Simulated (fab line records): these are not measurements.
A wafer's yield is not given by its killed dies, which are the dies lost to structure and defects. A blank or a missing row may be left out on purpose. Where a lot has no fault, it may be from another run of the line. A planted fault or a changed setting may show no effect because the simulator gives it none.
fab line records	flow n5-finfet
[record] lots = 4	wafers = 12	last-day = 17
route steps=1938 shown BEOL_M4@1099 BEOL_M5@1112 BEOL_M9@1447 PASSIVATION@1936
lots that met no fault: taken from a fault-free run of the same line
start-h: the number of hours between the record's first day and the start of the first shown wafer of the lot	wait-h: time in hours since the lot's previous step	" the same as in the row above	L1.1+2: one row covering several wafers at once	- no value, or no start given	* or withheld: withheld	< > ~ a bound
route shown NAME@n: NAME is a module with steps in the file, n the number in the route of the first one	usual: mean/standard deviation taken from wafers without a fault	same: alike in all rows	chamber/n: place in a boat	sites: readings site by site	_std_site: how widely they spread, as a standard deviation	_edge_site: outer sites' mean less inner sites'	radius-mm: how far each site lies from the wafer's centre	mask NAME#n: copy n	behind: the most recent tool/chamber to have shaped the wafer	hold: why the lot went on hold/how many hours it stayed there/how the hold came to an end	device: the n, p or np transistor that did not switch	end of line: tests run on the same wafers once the route is complete	where a step has no rows: the recipe by itself	killed: dies lost to structure and defects at the first sort, not the wafer's yield	map: a wafer's dies, x killed, . not, _ none there
set.NAME: the setting as run; set.NAME@STEP: as run at that earlier step	model.NAME: the simulator's own value behind a step, which no gauge read
certain route steps with their lots: each step a table, each wafer a row
services: from which hour (start-h, from the record's first day; less than 0 if before it) a tool's chamber was out of use, for how many hours, and why
[[steps]]
[step N5_BEOL_M4_ANNEAL_95]
[recipe] temp-c = 400	time-s = 240	ambient = vacuum
[step N5_BEOL_M4_SPUTTER_96]
[recipe] material = Cu	target-thk-a = 45	temp-c = -20	chamber-pressure-pa = 0.07	power-w = withheld	time-s = 8.29
[step N5_BEOL_M4_ECD_50]
[recipe] material = Cu	target-thk-a = 3000
[step N5_BEOL_M4_ANNEAL_51]
[recipe] temp-c = 225	time-s = 90	ambient = N2
[step N5_BEOL_M4_CMP_52]
[recipe] stop-on = SiOC	t-overpolish-s = 6.8	down-force-psi = 1	platen-rpm = 50	clearing-platen-down-force-psi = 1.5	clearing-platen-rpm = 50	post-cmp-clean = cu-alkaline	target-thk-nm = 40	clearing-platen-pad-velocity-m-s = 0.99484	pad-velocity-m-s = 0.99484
[step N5_BEOL_M4_PRE_CLEAN_60]
[recipe] gas = NH3/H2	time-s = 15	temp-c = *	rf-power-w = 300
[step N5_BEOL_M4_CO_CAP_55]
[recipe] material = Co	target-thk-a = 20	temp-c = 200	precursor = CCTBA/H2	pressure-torr = 30	time-s = 102.1
[step N5_BEOL_M4_PRE_CLEAN_56]
[recipe] gas = NH3	time-s = 15	temp-c = withheld	rf-power-w = 300
[step N5_BEOL_M4_DEP_57]
[recipe] material = SiCN	target-thk-a = 80	temp-c = withheld	precursor = 3MS/NH3	pressure-torr = 3	rf-w = 202	time-s = 14
[step N5_BEOL_M4_RC_MEAS_101]
[usual] DIBL_N = 35.9/1.4	DIBL_P = 35.9/1.7	IOFF_N = 0.160/0.026	IOFF_P = 0.21/0.036	ION_N = 672/11	ION_P = 461/8.1	SS_N = 71.4/0.54	SS_P = 73.2/0.67	VT_N = 249.3/2.7	VT_P = -250/3.9
lot.wafer	tool	chamber	start-h	wait-h	DIBL_N[mV/V]	DIBL_P[mV/V]	IOFF_N[nA/um]	IOFF_P[nA/um]	ION_N[uA/um]	ION_P[uA/um]	SS_N[mV/dec]	SS_P[mV/dec]	VT_N[mV]	VT_P[mV]
L983.3	prober-02	0	230.48	0.3	35.7	36.4	0.153	0.22	670	466	71.3	72.6	251.4	-249
L983.4	"	0	"	"	38.3	38.4	0.190	0.25	676	466	71.0	73.7	246.9	-247
L983.6	"	0	"	"	33.0	33.0	0.111	0.16	655	455	70.1	71.9	256.8	-255
L984.1	prober-01	0	232.06	0.0	35.1	35.2	0.136	0.16	659	451	71.1	73.5	253.4	-254
L984.3	"	0	"	"	34.4	34.3	0.121	0.16	644	442	71.2	72.7	253.6	-257
L984.4	"	0	"	"	35.5	35.0	0.142	0.17	665	451	70.7	73.6	251.3	-255
L986.1	prober-01	0	250.32	0.0	37.1	36.1	0.182	0.25	678	466	71.1	74.1	247.4	-245
L986.3	"	0	"	"	38.1	37.9	0.199	0.26	676	465	72.3	74.0	247.2	-247
L986.5	"	0	"	"	36.6	36.7	0.176	0.25	686	471	71.2	73.4	247.0	-246
L994.1	prober-02	0	291.59	0.0	37.4	37.5	0.186	0.24	686	467	71.7	73.2	244.6	-249
L994.3	"	0	"	"	36.3	35.5	0.146	0.21	669	461	71.2	72.5	250.1	-248
L994.6	"	0	"	"	37.3	36.0	0.164	0.21	661	456	71.2	73.2	250.7	-252
[step N5_BEOL_M5_ILD_DEP_00]
[recipe] material = SiCOH_lowk	target-thk-a = 1406.4	temp-c = 300	precursor = DEMS/porogen	pressure-torr = 5	rf-w = 500	time-s = 25.9
[step N5_BEOL_M5_CURE_79]
[recipe] temp-c = 385	time-s = 240	ambient = He/Ar	material = SiCOH_lowk
[step N5_BEOL_M5_PECVD_70]
[recipe] material = SiO2	target-thk-a = 160	temp-c = 400	precursor = TEOS/O2	pressure-torr = 5.5	rf-w = 450	teos-flow-sccm = 53.8	gas = O2	flow-sccm = 3000	time-s = 18
[step N5_BEOL_M5_HM_DEP_02]
[recipe] material = TiN	target-thk-a = 200	temp-c = 25	chamber-pressure-pa = 0.49996
[step N5_BEOL_M5_COAT_59]
[recipe] resist = SOC	temp-c = 250	time-s = 60	spin-rpm = 1500	resist-thk-nm = 60
[step N5_BEOL_M5_COAT_60]
[recipe] resist = SiARC	temp-c = 220	time-s = 60	spin-rpm = 1500	resist-thk-nm = 12
[step N5_BEOL_M5_COAT_71]
[recipe] resist = underlayer	temp-c = 205	time-s = 60	spin-rpm = 1500	resist-thk-nm = 5
[step N5_BEOL_M5_COAT_05]
[recipe] resist = CAR-EUV	spin-rpm = 1500	resist-thk-nm = 30
[step N5_BEOL_M5_EBR_07]
[recipe] solvent = PGMEA	ebr-width-mm = 1.5
[step N5_BEOL_M5_SOFTBAKE_06]
[recipe] temp-c = 110	time-s = 60	resist = CAR-EUV
[step N5_BEOL_M5_EXPOSE_08]
[recipe] mask-id = M5	na = 0.33	source-shape = annular	sigma-inner = 0.4	sigma-outer = 0.8	polarization = unpolarized	target-cd-nm = 28	dose-mj = 35.75
[step N5_BEOL_M5_PEB_09]
[recipe] peb-temp-c = 100	peb-time-s = 60	resist = CAR-EUV
[step N5_BEOL_M5_DEVELOP_10]
[recipe] develop-time-s = 30	developer = TMAH	resist = CAR-EUV	rinse-liquid = surfactant-rinse	dry = air-spin	dev-temp-c = 23
[step N5_BEOL_M5_DESCUM_16]
[recipe] chemistry = O2	time-s = 7	source-power-w = 50	bias-power-w = 20	pressure-mtorr = 20	rf-frequency-hz = 2.712e+07	temp-c = 40	resist = CAR-EUV	o2-flow-sccm = 225
[step N5_BEOL_M5_ETCH_72]
[recipe] chemistry = N2/H2	target = underlayer	target-depth-a = 65	mask-material = CAR-EUV	time-s = 5.2	ion-energy-ev = 200	pressure-mtorr = 30	source-w = 840	bias-w = 150	n2-flow-sccm = 200	h2-flow-sccm = 200	ends = cleared
[step N5_BEOL_M5_ETCH_61]
[recipe] chemistry = CF4	target = SiARC	target-depth-a = 156	mask-material = CAR-EUV	time-s = 26	ion-energy-ev = 80	pressure-mtorr = 40	source-w = 545	bias-w = 36	Ar_flow_sccm = 100	cf4-flow-sccm = 100	ends = cleared
[step N5_BEOL_M5_ETCH_62]
[recipe] chemistry = N2/H2	target = SOC	target-depth-a = 750	overetch-a = 150	mask-material = SiARC	temp-c = 40	time-s = 112.5	ion-energy-ev = 200	pressure-mtorr = 30	source-w = 840	bias-w = 150	n2-flow-sccm = 200	h2-flow-sccm = 200
[step N5_BEOL_M5_STRIP_63]
[recipe] chemistry = N2/H2	temp-c = 40	n2-flow-sccm = 200	h2-flow-sccm = 200	rf-frequency-hz = 6e+07
[step N5_BEOL_M5_STRIP_73]
[recipe] chemistry = N2/H2	temp-c = 40	n2-flow-sccm = 200	h2-flow-sccm = 200	rf-frequency-hz = 6e+07
[step N5_BEOL_M5_STRIP_64]
[recipe] chemistry = CF4	resist = SiARC	power-w = 300	bias-power-w = 75	pressure-mtorr = 50	cf4-flow-sccm = 150	rf-frequency-hz = 6e+07
[step N5_BEOL_M5_HM_OPEN_17]
[recipe] chemistry = Cl2/BCl3	target-depth-a = 200	overetch-a = 60	target = TiN	mask-material = SOC	ion-energy-ev = 150	pressure-mtorr = 10	icp-w = 1000	bias-w = 126	Cl2_flow_sccm = 53.25	bcl3-flow-sccm = 21.75	Ar_flow_sccm = 25
[step N5_BEOL_M5_STRIP_19]
[recipe] chemistry = O2	power-w = 400	temp-c = 40	pressure-mtorr = 30	rf-frequency-hz = 6e+07	bias-power-w = 0	overash-fraction = 0.2	o2-flow-sccm = 225
[step N5_BEOL_M5_COAT_65]
[recipe] resist = SOC	temp-c = 250	time-s = 60	spin-rpm = 1500	resist-thk-nm = 60
[step N5_BEOL_M5_COAT_66]
[recipe] resist = SiARC	temp-c = 220	time-s = 60	spin-rpm = 1500	resist-thk-nm = 12
[step N5_BEOL_M9_ETCH_41]
[recipe] chemistry = CH3F/O2	target = SiCN	target-depth-a = 366	taper-deg = 2	time-s = 70.1	ion-energy-ev = 120	mask-material = TiN	pressure-mtorr = 30	source-w = 395	bias-w = 75	Ar_flow_sccm = 150	CH3F_flow_sccm = 30	O2_flow_sccm = 20
[usual] CH3F_flow_sccm = 29.99/0.089	O2_flow_sccm = 20.00/0.059	drypump-motor-current-A = 5.8/0.52	oes-product-au = 0.78/0.083	rf-vpp-V = 298.0/1.5	showerhead-plenum-p-Torr = 2.03/0.06	throttle-valve-pct = 16.3/0.36	time-s = 70.1/0
lot.wafer	tool	chamber	start-h	wait-h	CH3F_flow_sccm	O2_flow_sccm	drypump-motor-current-A	oes-product-au	rf-hours-counter-h	rf-vpp-V	showerhead-plenum-p-Torr	throttle-valve-pct	time-s
L983.3	rie-diel-02	2	274.62	-	-	-	-	-	-	-	-	-	-
L983.4	"	1	"	"	-	-	-	-	-	-	-	-	-
L983.6	"	3	"	"	-	-	-	-	-	-	-	-	-
L984.1	rie-diel-04	1	274.66	-	-	-	-	-	-	-	-	-	-
L984.3	"	3	"	"	-	-	-	-	-	-	-	-	-
L984.4	"	0	"	"	-	-	-	-	-	-	-	-	-
L986.1	rie-diel-03	0	293.92	-	29.93	20.02	5.9	0.73	195	295.2	1.99	16.4	70.1
L986.3	"	1	"	"	30.01	19.90	6.0	0.71	203	296.3	1.90	16.5	70.1
L986.5	"	0	"	"	29.88	20.07	5.9	0.73	-	296.3	1.99	16.4	70.1
L994.1	rie-diel-02	2	339.92	-	29.96	20.03	6.6	0.81	78	298.5	2.02	15.8	70.1
L994.3	"	1	"	"	30.04	19.97	5.4	0.79	118	297.7	2.00	16.0	70.1
L994.6	"	2	"	"	30.13	19.97	6.6	0.84	-	296.2	2.02	15.8	70.1
[step N5_PASSIVATION_PROBE_49]
[usual] defect-limited-yield = 90.9/1.5	killed_at_M0_to_M3 = 35/10	killed_at_M4_up = 14/5.2	killed-at-contacts = 13/7.3	killed-at-front-end = 42/12	killed-at-other = 3.4/2.5	killed-dies = 108/18	killed-on-rim = 14/4.2	killed-open = 70/13	killed-short = 35/8	sort_bin_5_function = 5.4/1	sort_bin_6_memory = 3.4/0.71	sort-n-pass = 1072/18	sort-yield-pct = 90.9/1.5
[same] gross-dies = 1180	killed-at-back-side = 0	sort_bin_4_leakage[%] = 0	sort_bin_8_speed[%] = 0
lot.wafer	tool	chamber	start-h	wait-h	defect-limited-yield[%]	killed_at_M0_to_M3	killed_at_M4_up	killed-at-contacts	killed-at-front-end	killed-at-other	killed-dies	killed-on-rim	killed-open	killed-short	sort_bin_5_function[%]	sort_bin_6_memory[%]	sort-n-pass	sort-yield-pct[%]
L983.3	prober-01	-	338.44	0.1	0	29	1098	1	52	0	1180	152	69	30	95.8	3.9	0	0
L983.4	prober-01	-	338.49	0.2	0	43	1059	6	69	3	1180	152	90	44	95.9	3.9	0	0
L983.6	prober-01	-	338.59	0.3	0	31	1087	10	49	3	1180	152	80	42	96.2	3.6	0	0
L984.1	prober-02	-	341.32	0.0	0	51	1067	9	52	1	1180	152	90	38	95.5	4.3	0	0
L984.3	prober-02	-	341.42	0.1	0	38	1072	6	63	1	1180	152	92	37	96.2	3.6	0	0
L984.4	prober-02	-	341.47	0.2	0	41	1070	15	47	7	1180	152	88	35	96.1	3.8	0	0
// killed by level:class
L983.3 BEOL_M9:area-etch=1079 FIN_SAQP:geometric-particle:open=12 STI_FIN_REVEAL:geometric-particle:open=10 BEOL_M4:geometric-particle:open=9 FIN_SAQP:geometric-particle:short=8 BEOL_M1:geometric-particle:open=8 BEOL_M2:geometric-particle:open=8 STARTING-WAFER:geometric-particle:short=6
L983.4 BEOL_M9:area-etch=1046 FIN_SAQP:geometric-particle:open=20 FIN_SAQP:geometric-particle:short=16 STI_FIN_REVEAL:geometric-particle:open=16 BEOL_M2:geometric-particle:open=13 BEOL_M3:geometric-particle:open=7 BEOL_M1:geometric-particle:open=6 BEOL_M0_SAQP:geometric-particle:open=5
L983.6 BEOL_M9:area-etch=1058 BEOL_M4:geometric-particle:open=16 FIN_SAQP:geometric-particle:short=10 STI_FIN_REVEAL:geometric-particle:open=9 BEOL_M0_SAQP:geometric-particle:open=8 BEOL_M1:geometric-particle:open=8 FIN_SAQP:geometric-particle:open=6 MOL_CONTACT_COAG:geometric-particle:open=6
L984.1 BEOL_M9:area-etch=1051 BEOL_M3:geometric-particle:open=17 STI_FIN_REVEAL:geometric-particle:open=13 BEOL_M0_SAQP:geometric-particle:short=10 BEOL_M4:geometric-particle:open=10 FIN_SAQP:geometric-particle:open=9 MOL_CONTACT_COAG:geometric-particle:open=7 BEOL_M2:geometric-particle:open=7
L984.3 BEOL_M9:area-etch=1051 STI_FIN_REVEAL:geometric-particle:open=14 FIN_SAQP:geometric-particle:open=11 BEOL_M3:geometric-particle:open=9 BEOL_M4:geometric-particle:open=8 DUMMY_GATE:geometric-particle:open=7 BEOL_M0_SAQP:geometric-particle:open=7 BEOL_M0_SAQP:geometric-particle:short=7
L984.4 BEOL_M9:area-etch=1053 MOL_CONTACT_COAG:geometric-particle:open=13 STI_FIN_REVEAL:geometric-particle:open=10 FIN_SAQP:geometric-particle:open=8 BEOL_M0_SAQP:geometric-particle:open=8 BEOL_M3:geometric-particle:open=8 BEOL_M4:geometric-particle:open=7 BEOL_M0_SAQP:geometric-particle:short=7
// map L983.3 (x killed, . not)
_________________xxxxxxxxxxxx________________
______________xxxxxxxxxxxxxxxxxx_____________
___________xxxxxxxxxxxxxxxxxxxxxxxx__________
__________xxxxxxxxxxxxxxxxxxxxxxxxxx_________
________xxxxxxxxxxxxxxxxxxxxxxxxxxxxxx_______
_______xxxxxxxxxxxxxxxxxxxxxxxxxxxxxxxx______
______xxxxxxxxxxxxxxxxxxxxxxxxxxxxxxxxxx_____
_____xxxxxxxxxxxxxxxxxxxxxxxxxxxxxxxxxxxx____
____xxxxxxxxxxxxxxxxxxxxxxxxxxxxxxxxxxxxxx___
___xxxxxxxxxxxxxxxxxxxxxxxxxxxxxxxxxxxxxxxx__
___xxxxxxxxxxxxxxxxxxxxxxxxxxxxxxxxxxxxxxxx__
__xxxxxxxxxxxxxxxxxxxxxxxxxxxxxxxxxxxxxxxxxx_
__xxxxxxxxxxxxxxxxxxxxxxxxxxxxxxxxxxxxxxxxxx_
_xxxxxxxxxxxxxxxxxxxxxxxxxxxxxxxxxxxxxxxxxxxx
_xxxxxxxxxxxxxxxxxxxxxxxxxxxxxxxxxxxxxxxxxxxx
_xxxxxxxxxxxxxxxxxxxxxxxxxxxxxxxxxxxxxxxxxxxx
_xxxxxxxxxxxxxxxxxxxxxxxxxxxxxxxxxxxxxxxxxxxx
_xxxxxxxxxxxxxxxxxxxxxxxxxxxxxxxxxxxxxxxxxxxx
_xxxxxxxxxxxxxxxxxxxxxxxxxxxxxxxxxxxxxxxxxxxx
_xxxxxxxxxxxxxxxxxxxxxxxxxxxxxxxxxxxxxxxxxxxx
_xxxxxxxxxxxxxxxxxxxxxxxxxxxxxxxxxxxxxxxxxxxx
__xxxxxxxxxxxxxxxxxxxxxxxxxxxxxxxxxxxxxxxxxx_
__xxxxxxxxxxxxxxxxxxxxxxxxxxxxxxxxxxxxxxxxxx_
___xxxxxxxxxxxxxxxxxxxxxxxxxxxxxxxxxxxxxxxx__
___xxxxxxxxxxxxxxxxxxxxxxxxxxxxxxxxxxxxxxxx__
____xxxxxxxxxxxxxxxxxxxxxxxxxxxxxxxxxxxxxx___
_____xxxxxxxxxxxxxxxxxxxxxxxxxxxxxxxxxxxx____
______xxxxxxxxxxxxxxxxxxxxxxxxxxxxxxxxxx_____
_______xxxxxxxxxxxxxxxxxxxxxxxxxxxxxxxx______
________xxxxxxxxxxxxxxxxxxxxxxxxxxxxxx_______
__________xxxxxxxxxxxxxxxxxxxxxxxxxx_________
___________xxxxxxxxxxxxxxxxxxxxxxxx__________
______________xxxxxxxxxxxxxxxxxx_____________
_________________xxxxxxxxxxxx________________
// map L984.1 (x killed, . not)
_________________xxxxxxxxxxxx________________
______________xxxxxxxxxxxxxxxxxx_____________
___________xxxxxxxxxxxxxxxxxxxxxxxx__________
__________xxxxxxxxxxxxxxxxxxxxxxxxxx_________
________xxxxxxxxxxxxxxxxxxxxxxxxxxxxxx_______
_______xxxxxxxxxxxxxxxxxxxxxxxxxxxxxxxx______
______xxxxxxxxxxxxxxxxxxxxxxxxxxxxxxxxxx_____
_____xxxxxxxxxxxxxxxxxxxxxxxxxxxxxxxxxxxx____
____xxxxxxxxxxxxxxxxxxxxxxxxxxxxxxxxxxxxxx___
___xxxxxxxxxxxxxxxxxxxxxxxxxxxxxxxxxxxxxxxx__
___xxxxxxxxxxxxxxxxxxxxxxxxxxxxxxxxxxxxxxxx__
__xxxxxxxxxxxxxxxxxxxxxxxxxxxxxxxxxxxxxxxxxx_
__xxxxxxxxxxxxxxxxxxxxxxxxxxxxxxxxxxxxxxxxxx_
_xxxxxxxxxxxxxxxxxxxxxxxxxxxxxxxxxxxxxxxxxxxx
_xxxxxxxxxxxxxxxxxxxxxxxxxxxxxxxxxxxxxxxxxxxx
_xxxxxxxxxxxxxxxxxxxxxxxxxxxxxxxxxxxxxxxxxxxx
_xxxxxxxxxxxxxxxxxxxxxxxxxxxxxxxxxxxxxxxxxxxx
_xxxxxxxxxxxxxxxxxxxxxxxxxxxxxxxxxxxxxxxxxxxx
_xxxxxxxxxxxxxxxxxxxxxxxxxxxxxxxxxxxxxxxxxxxx
_xxxxxxxxxxxxxxxxxxxxxxxxxxxxxxxxxxxxxxxxxxxx
_xxxxxxxxxxxxxxxxxxxxxxxxxxxxxxxxxxxxxxxxxxxx
__xxxxxxxxxxxxxxxxxxxxxxxxxxxxxxxxxxxxxxxxxx_
__xxxxxxxxxxxxxxxxxxxxxxxxxxxxxxxxxxxxxxxxxx_
___xxxxxxxxxxxxxxxxxxxxxxxxxxxxxxxxxxxxxxxx__
___xxxxxxxxxxxxxxxxxxxxxxxxxxxxxxxxxxxxxxxx__
____xxxxxxxxxxxxxxxxxxxxxxxxxxxxxxxxxxxxxx___
_____xxxxxxxxxxxxxxxxxxxxxxxxxxxxxxxxxxxx____
______xxxxxxxxxxxxxxxxxxxxxxxxxxxxxxxxxx_____
_______xxxxxxxxxxxxxxxxxxxxxxxxxxxxxxxx______
________xxxxxxxxxxxxxxxxxxxxxxxxxxxxxx_______
__________xxxxxxxxxxxxxxxxxxxxxxxxxx_________
___________xxxxxxxxxxxxxxxxxxxxxxxx__________
______________xxxxxxxxxxxxxxxxxx_____________
_________________xxxxxxxxxxxx________________
[[services]]
tool	chamber	start-h	hours	kind
rie-diel-04	1	264.02	3.2	repair
rie-diel-02	1	266.25	1.6	repair
rie-diel-04	-	301.12	28.1	pm
rie-diel-02	0	307.62	3.9	repair
rie-diel-02	0	333.52	-	clean
rie-diel-02	0	333.52	-	consumable-replace:focus-ring
rie-diel-02	0	333.52	15.5	scheduled-down
rie-diel-02	0	333.52	15.5	vent-cycle
[[key]]
[first-sign] step = N5_BEOL_M9_ETCH_41	reading = tool-record	direction = missing
[effect] step = N5_PASSIVATION_PROBE_49	reading = killed_at_M4_up	direction = up	sigmas = 99+	usual = 14	struck = 1076
[more-kills-born-at] N5_BEOL_M9_ETCH_41@rie-diel-02 = 3183	N5_BEOL_M9_ETCH_41@rie-diel-04 = 3155
met-at N5_BEOL_M9_ETCH_41
struck-wafers L983.3,L983.4,L983.6,L984.1,L984.3,L984.4
later-rows-left-out L983.3,L983.4,L983.6,L984.1,L984.3,L984.4
[fault] kind = skipped-step-whole	tool = rie-diel-02,rie-diel-04	chamber = -	onset-h = 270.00	steps = N5_BEOL_M9_ETCH_41	scope = struck-lots-only
// later-rows-left-out: the simulator's readings of these wafers behind a module that went badly wrong aren't trusted and aren't shown, but for the sort
